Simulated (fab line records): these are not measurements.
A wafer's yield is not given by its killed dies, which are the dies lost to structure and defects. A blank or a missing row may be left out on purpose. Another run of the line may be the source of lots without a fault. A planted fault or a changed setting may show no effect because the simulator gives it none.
2 desks, one fault | flow nand harc | only its own numbers are on each desk; what lay behind them is given at the end

== FROM THE METROLOGY DESK ==
Means of the sampled wafers that have a number, per lot and without regard to the tool the lot ran on: this is what the gauges read. The brackets show how far a lot's mean lies from the usual mean; more than 4 standard deviations puts the lot out of limits, marked OUT.
Columns: A = cd nm at NHARC_THIN_TSV_CD_MEAS_33, usual 5000.4 nm
lot  | first seen here | A
L576 | day 18 22:14    | 5002.8
L579 | day 18 23:25    | 5001.5
L578 | day 19 10:52    | 4998.7
L577 | day 19 12:04    | 5001.8
L580 | day 19 22:17    | 4999.4
L582 | day 20 02:59    | 5001.5
L581 | day 20 03:40    | 4998.1
L590 | day 22 22:52    | 5000.5
L594 | day 23 03:57    | 5003.1
L593 | day 23 19:38    | 5000.1
L596 | day 23 21:18    | 5000.0
L598 | day 24 13:24    | 5002.0
L597 | day 24 14:28    | 4999.2
L599 | day 24 17:01    | 5001.5
Finding of this desk: none of the 14 lots has anything out of limits.

== DESK OF THE TOOL OWNER: acl dep-01 ==
The tool's own readings at NHARC_A_CHANNEL_HOLE_D1_DEP_00 (deposits aC, target thk 3100 nm): means of the sampled wafers that have a number, for each lot that ran on this tool. The brackets show how far a lot's mean lies from the usual mean; more than 4 standard deviations puts the lot out of limits, marked OUT.
Columns: A = throttle valve pct at NHARC_A_CHANNEL_HOLE_D1_DEP_00, usual 35.000 %
lot  | first seen here | A
L578 | day 8 11:48     | 34.998
L579 | day 8 14:13     | 35.001
L582 | day 9 07:01     | 35.012
L590 | day 12 01:41    | 34.995
L593 | day 12 11:05    | 35.007
Finding of this desk: none of the 5 lots has anything out of limits.

== BROUGHT TOGETHER ==
The metrology desk saw nothing out of limits.
The desk of the tool owner found nothing out of limits.

== WHAT THE SIMULATOR PUT IN ==
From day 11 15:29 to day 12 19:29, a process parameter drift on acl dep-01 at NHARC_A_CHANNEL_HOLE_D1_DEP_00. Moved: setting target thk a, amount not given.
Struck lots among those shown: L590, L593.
